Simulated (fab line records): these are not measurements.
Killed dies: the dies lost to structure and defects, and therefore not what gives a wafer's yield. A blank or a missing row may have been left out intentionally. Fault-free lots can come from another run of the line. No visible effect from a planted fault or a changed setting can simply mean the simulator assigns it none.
fab line records -- flow nand-harc
record lots=5, wafers=15, last-day=24
route steps=1159 shown P_GATE@155 END@1159
lots that met no fault: from a run of the same line without faults
start-h: the number of hours between the record's first day and the start of the first shown wafer of the lot -- wait-h: hours from the lot's prior step to this one -- " identical to the entry in the row above -- L1.1+2: a row that stands for several wafers -- - value missing, or start not given -- * or withheld: withheld -- < > ~ a bound
route shown NAME@n: NAME is a module with steps in the file, n the number in the route of the first one -- usual: mean/standard deviation of fault-free wafers -- same: alike in all rows -- chamber/n: place in a boat -- sites: readings site by site -- _std_site: standard deviation across them -- _edge_site: mean of outer sites minus mean of inner sites -- radius-mm: how far each site lies from the wafer's centre -- mask NAME#n: copy n -- behind: tool/chamber where the wafer was last shaped -- hold: the reason the lot was held/the length of the hold in hours/how it ended -- device: transistor that didn't switch, given as n, p or np -- end of line: the route-end tests of the same wafers -- a step with no rows: only its recipe -- killed: count of dies lost to structure and defects at first sort (not the wafer's yield) -- map: the dies of a wafer, with x for killed, . for not killed, _ for no die there
set.NAME: the setting as run; set.NAME@STEP: as run at that earlier step -- model.NAME: the simulator's own value behind a step, which no gauge read
lots at some steps of the route; a table a step, a row a wafer
services: from which hour (start-h, from the record's first day; less than 0 if before it) a tool's chamber was out of use, for how many hours, and why
## steps
# step NHARC_P_GATE_ALD_36
# recipe target-thk-a=200, pulse-time-s=60, ald-cycles=223, temp-c=400, material=SiNx
# usual heater-power-w=838/73, precursor-pulse-height-rel=1.000/0.022, susceptor-temp-C=399.99/0.22
# same pulse-time-s=60
lot.wafer,tool,chamber,start-h,wait-h,heater-power-w,precursor-pulse-height-rel,since-wet-clean-h,susceptor-temp-C
L367.3,ald-sin-04,2,111.17,-,828,0.973,91,400.08
L367.2,ald-sin-04,3,112.56,-,817,0.964,93,400.03
L367.5,ald-sin-04,2,115.34,-,808,1.020,-,400.34
L370.4,ald-sin-01,3,127.65,-,866,1.005,154,399.58
L370.2,ald-sin-01,2,130.81,-,668,0.989,157,399.79
L370.6,ald-sin-01,0,132.92,-,778,0.979,-,399.73
L378.1,ald-sin-03,0,167.26,-,867,0.968,50,400.23
L378.4,ald-sin-03,2,169.37,-,957,0.985,52,399.95
L378.5,ald-sin-03,0,171.48,-,847,0.987,-,399.89
L380.4,ald-sin-04,0,186.07,-,922,1.014,166,399.85
L380.2,ald-sin-04,1,187.12,-,851,1.009,167,399.90
L380.5,ald-sin-04,0,190.28,-,913,1.004,-,399.98
L387.2,ald-sin-03,3,229.27,-,920,1.011,112,399.97
L387.1,ald-sin-03,1,231.39,-,773,1.031,114,400.03
L387.5,ald-sin-03,0,234.57,-,865,0.991,-,399.67
# step NHARC_P_GATE_ETCHBACK_37
# recipe target-depth-a=345, time-s=17.2, chf3-flow-sccm=50, o2-flow-sccm=10, ar-flow-sccm=200, rf-w=500, bias-w=200, chemistry=CHF3/O2
# usual drypump-motor-current-A=5.6/0.56, oes-product-au=0.96/0.038, rf-vpp-V=370.8/2.3, showerhead-plenum-p-Torr=2.41/0.092, throttle-valve-pct=20.573/0.0087
# same time-s=17.2
lot.wafer,tool,chamber,start-h,wait-h,drypump-motor-current-A,oes-product-au,rf-hours-counter-h,rf-vpp-V,showerhead-plenum-p-Torr,throttle-valve-pct
L367.2,rie-diel-04,1,-,-,5.1,0.99,0,371.9,2.41,20.574
L367.3,rie-diel-04,3,-,-,5.4,0.99,0,374.1,2.54,20.584
L367.5,rie-diel-04,1,-,-,5.1,0.99,-,370.9,2.41,20.566
L370.2,rie-diel-04,1,-,-,5.1,0.93,4,369.7,2.40,20.560
L370.4,rie-diel-04,2,-,-,5.8,0.94,5,373.6,2.48,20.577
L370.6,rie-diel-04,1,-,-,5.0,0.92,-,368.8,2.40,20.577
L378.4,rie-diel-07,2,-,-,6.6,1.02,40,369.5,2.38,20.566
L378.1,rie-diel-07,1,-,-,4.9,0.99,44,372.4,2.46,20.566
L378.5,rie-diel-07,3,-,-,5.1,1.02,-,370.6,2.44,20.567
L380.2,rie-diel-04,1,-,-,5.1,0.92,17,369.2,2.40,20.562
L380.4,rie-diel-04,3,-,-,5.4,0.93,17,373.4,2.53,20.593
L380.5,rie-diel-04,0,-,-,6.0,0.94,-,371.0,2.38,20.564
L387.1,rie-diel-05,0,-,-,6.3,1.01,22,370.4,2.37,20.595
L387.2,rie-diel-05,2,-,-,6.3,1.01,22,371.0,2.46,20.571
L387.5,rie-diel-05,0,-,-,6.3,1.00,-,372.0,2.37,20.558
# step NHARC_P_GATE_STRIP_101
# recipe time-s=20, o2-flow-sccm=500, ar-flow-sccm=0, bias-w=0, chemistry=O2
# usual drypump-motor-current-A=5.6/0.57, oes-product-au=1.007/0.012, rf-vpp-V=57.9/0.91, showerhead-plenum-p-Torr=3.55/0.13, throttle-valve-pct=17.038/0.0098
# same time-s=20
lot.wafer,tool,chamber,start-h,wait-h,drypump-motor-current-A,oes-product-au,rf-hours-counter-h,rf-vpp-V,showerhead-plenum-p-Torr,throttle-valve-pct
L367.3,rie-diel-04,1,121.40,0.1,5.1,0.998,0,57.4,3.53,17.046
L367.2,rie-diel-04,2,121.40,0.1,5.8,1.008,0,60.5,3.65,17.046
L367.5,rie-diel-04,3,121.40,0.1,5.5,0.996,-,58.6,3.72,17.044
L370.2,rie-diel-04,1,137.30,0.1,5.1,1.006,4,57.3,3.53,17.036
L370.4,rie-diel-04,2,137.30,0.1,5.8,1.014,5,57.0,3.64,17.034
L370.6,rie-diel-04,0,137.30,0.1,6.0,1.036,-,57.7,3.51,17.035
L378.4,rie-diel-07,0,175.80,0.1,5.1,1.008,44,56.4,3.27,17.022
L378.1,rie-diel-07,1,175.80,0.1,4.9,1.002,44,58.0,3.61,17.047
L378.5,rie-diel-07,3,175.80,0.1,5.2,1.018,-,57.7,3.58,17.037
L380.2,rie-diel-04,2,195.65,0.1,5.8,1.004,17,58.6,3.64,17.029
L380.4,rie-diel-04,3,195.65,0.1,5.5,0.997,17,55.9,3.71,17.052
L380.5,rie-diel-04,2,195.65,0.1,5.8,1.014,-,57.7,3.64,17.036
L387.2,rie-diel-05,3,238.90,0.1,6.3,0.998,18,57.1,3.46,17.039
L387.1,rie-diel-05,2,238.90,0.1,6.3,1.009,22,58.9,3.62,17.017
L387.5,rie-diel-05,3,238.90,0.1,6.3,0.994,-,58.1,3.46,17.016
# step NHARC_P_GATE_PRECLEAN_97
# recipe time-s=600, temp-c=120, chemistry=SPM
# step NHARC_P_GATE_SRD_98
# step NHARC_P_GATE_PRECLEAN_99
# recipe time-s=*, temp-c=50, bath-age-min=0, chemistry=SC1
# step NHARC_P_GATE_SRD_100
# step NHARC_P_GATE_DEHYDRATE_38
# recipe temp-c=150, time-s=120
# step NHARC_P_GATE_HMDS_39
# recipe time-s=30
# step NHARC_P_GATE_COAT_40
# recipe spin-rpm=3000
# step NHARC_P_GATE_SOFTBAKE_41
# recipe temp-c=122, time-s=95
# step NHARC_P_GATE_EBR_42
# step NHARC_P_GATE_EXPOSE_43
# recipe na=0.6, target-cd-nm=720, dose-mj=14.81, mask-id=P_NSD
# same na=0.6
lot.wafer,tool,chamber,start-h,wait-h,mask
L367.2+3+5,krf-scanner-02,0,122.17,-,P_NSD#0
L370.2+4+6,krf-scanner-04,0,138.06,-,P_PSD#0
L378.1+4+5,krf-scanner-02,0,176.56,-,P_NSD#0
L380.2+4+5,krf-scanner-03,0,196.30,-,P_NSD#0
L387.1+2+5,krf-scanner-04,0,239.66,-,P_NSD#0
# step NHARC_P_GATE_PEB_44
# recipe peb-temp-c=118, peb-time-s=85
# step NHARC_P_GATE_DEVELOP_45
# recipe time-s=70
# step NHARC_P_GATE_CD_MEAS_46
# recipe target-cd-nm=720, landing-energy-ev=500
# usual cd-nm=720.5/2.5
lot.wafer,tool,chamber,start-h,wait-h,cd-nm
L367.2,cd-sem-03,0,122.32,-,720.8
L367.3,cd-sem-03,0,122.32,-,723.4
L367.5,cd-sem-03,0,122.32,-,720.2
L370.2,cd-sem-01,0,138.21,-,-
L370.4,cd-sem-01,0,138.21,-,-
L370.6,cd-sem-01,0,138.21,-,-
L378.1,cd-sem-03,0,176.71,-,724.8
L378.4,cd-sem-03,0,176.71,-,720.8
L378.5,cd-sem-03,0,176.71,-,723.4
L380.2,cd-sem-02,0,196.46,-,724.8
L380.4,cd-sem-02,0,196.46,-,719.8
L380.5,cd-sem-02,0,196.46,-,722.1
L387.1,cd-sem-03,0,239.82,-,718.8
L387.2,cd-sem-03,0,239.82,-,717.8
L387.5,cd-sem-03,0,239.82,-,723.6
# step NHARC_P_GATE_HARDBAKE_47
# recipe temp-c=125, time-s=80
# step NHARC_END_SORT_01
# recipe temp-c=25
# usual killed-at-array=28/10, killed-at-other=0.6/1.1, killed-at-periphery=3.6/2.6, killed-dies=32/10, killed-open=3.3/1.8, killed-short=1.9/1.4
# same gross-dies=677
lot.wafer,tool,chamber,start-h,wait-h,killed-at-array,killed-at-other,killed-at-periphery,killed-dies,killed-open,killed-short
L370.2,prober-02,0,506.06,2.8,37,0,640,677,2,1
L370.4,prober-02,0,507.64,3.4,39,0,638,677,7,0
L370.6,prober-02,0,509.22,4.0,39,1,637,677,2,1
# killed by level:class
L370.2 P_GATE:area-expose=639 A_CHANNEL_HOLE_D1:chamber-film-flake=18 A_SLIT:chamber-film-flake=11 A_WL_FILL:chamber-film-flake=2 P_M0:geometric-particle:open=1 A_ONON_D1:geometric-particle:open=1 A_M0:geometric-particle:short=1 A_ZERO_WELL:chamber-film-flake=1
L370.4 P_GATE:area-expose=636 A_CHANNEL_HOLE_D1:chamber-film-flake=14 A_SLIT:chamber-film-flake=9 A_WL_FILL:chamber-film-flake=5 A_M0:geometric-particle:open=2 A_CONTACT:chamber-film-flake=2 P_M0:geometric-particle:open=1 A_ONON_D1:geometric-particle:open=1
L370.6 P_GATE:area-expose=637 A_SLIT:chamber-film-flake=15 A_CHANNEL_HOLE_D1:chamber-film-flake=12 A_WL_FILL:chamber-film-flake=4 A_CONTACT:chamber-film-flake=4 A_CONTACT:geometric-particle:open=2 A_WL_FILL:geometric-particle:short=1 A_STAIRCASE:chamber-film-flake=1
# map L370.2 (x killed, . not)
____________x____________
_________xxxxxxx_________
_______xxxxxxxxxxx_______
______xxxxxxxxxxxxx______
_____xxxxxxxxxxxxxxx_____
____xxxxxxxxxxxxxxxxx____
____xxxxxxxxxxxxxxxxx____
___xxxxxxxxxxxxxxxxxxx___
___xxxxxxxxxxxxxxxxxxx___
__xxxxxxxxxxxxxxxxxxxxx__
__xxxxxxxxxxxxxxxxxxxxx__
_xxxxxxxxxxxxxxxxxxxxxxx_
_xxxxxxxxxxxxxxxxxxxxxxx_
_xxxxxxxxxxxxxxxxxxxxxxx_
_xxxxxxxxxxxxxxxxxxxxxxx_
_xxxxxxxxxxxxxxxxxxxxxxx_
xxxxxxxxxxxxxxxxxxxxxxxxx
xxxxxxxxxxxxxxxxxxxxxxxxx
xxxxxxxxxxxxxxxxxxxxxxxxx
xxxxxxxxxxxxxxxxxxxxxxxxx
xxxxxxxxxxxxxxxxxxxxxxxxx
_xxxxxxxxxxxxxxxxxxxxxxx_
_xxxxxxxxxxxxxxxxxxxxxxx_
_xxxxxxxxxxxxxxxxxxxxxxx_
_xxxxxxxxxxxxxxxxxxxxxxx_
_xxxxxxxxxxxxxxxxxxxxxxx_
__xxxxxxxxxxxxxxxxxxxxx__
__xxxxxxxxxxxxxxxxxxxxx__
___xxxxxxxxxxxxxxxxxxx___
___xxxxxxxxxxxxxxxxxxx___
____xxxxxxxxxxxxxxxxx____
____xxxxxxxxxxxxxxxxx____
_____xxxxxxxxxxxxxxx_____
______xxxxxxxxxxxxx______
_______xxxxxxxxxxx_______
_________xxxxxxx_________
____________x____________
# map L387.2 (x killed, . not)
____________.____________
_________......._________
_______..........._______
______............x______
_____..............._____
____.................____
____.................____
___xx.................___
___x.x......x.......x.___
__................x....__
__x.x..................__
_.xx.xx................._
_xx....................._
_......................._
_...................x..._
_...x..................._
.........................
...........x.............
.........................
..........x..............
...........x.............
_......................._
_......x................_
_......................._
_......................._
_x........x............._
__.....................__
__............x........__
___...................___
___...................___
____.........x.x.....____
____.....x...........____
_____..............._____
______......x..x...______
_______..........._______
_________......._________
____________x____________
## services
tool,chamber,start-h,hours,kind
rie-diel-04,0,90.71,-,clean
rie-diel-04,1,90.71,-,clean
rie-diel-04,2,90.71,-,clean
rie-diel-04,3,90.71,-,clean
ald-sin-03,3,93.85,2.3,repair
rie-diel-07,2,107.05,2.9,repair
rie-diel-04,-,111.91,9.0,pm
rie-diel-04,0,111.91,9.0,vent-cycle
rie-diel-04,1,111.91,9.0,vent-cycle
rie-diel-04,2,111.91,9.0,vent-cycle
rie-diel-04,3,111.91,9.0,vent-cycle
ald-sin-04,2,121.21,4.8,repair
rie-diel-07,-,124.81,0.4,repair
krf-scanner-04,-,126.00,4.0,pm
ald-sin-01,-,126.43,0.6,repair
rie-diel-07,-,134.69,0.1,repair
rie-diel-05,-,163.62,9.0,pm
krf-scanner-03,-,168.00,4.0,pm
rie-diel-05,0,172.99,1.4,repair
rie-diel-04,2,178.98,4.3,repair
rie-diel-05,0,189.75,3.0,repair
rie-diel-05,3,204.70,9.8,repair
krf-scanner-02,-,210.00,4.0,pm
rie-diel-07,-,229.31,9.0,pm
## key
first-sign step=NHARC_P_GATE_EXPOSE_43, reading=mask, direction=changed
effect step=NHARC_P_GATE_CD_MEAS_46, reading=cd-nm, direction=missing
effect step=NHARC_END_SORT_01, reading=killed-at-periphery, direction=up, sigmas=99+, usual=3.6, struck=638.3
more-kills-born-at NHARC_P_GATE_EXPOSE_43@krf-scanner-04=1912
met-at NHARC_P_GATE_EXPOSE_43
struck-wafers L370.2,L370.4,L370.6
later-rows-left-out L370.2,L370.4,L370.6
tester-left-out L370
fault kind=wrong-mask, tool=any, chamber=-, onset-h=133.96, steps=NHARC_P_GATE_EXPOSE_43, aux-copy=P_PSD#0, scope=struck-lots-only
# tester-left-out: of these lots the tester's yield and bins aren't shown, on N5 and GAA mostly nor the transistor test; their killed dies are dies lost to structure and defects alone, not to doping, threshold or leakage, so they don't give the yield
# later-rows-left-out: the simulator's readings of these wafers behind a module that went badly wrong aren't trusted and aren't shown, but for the sort
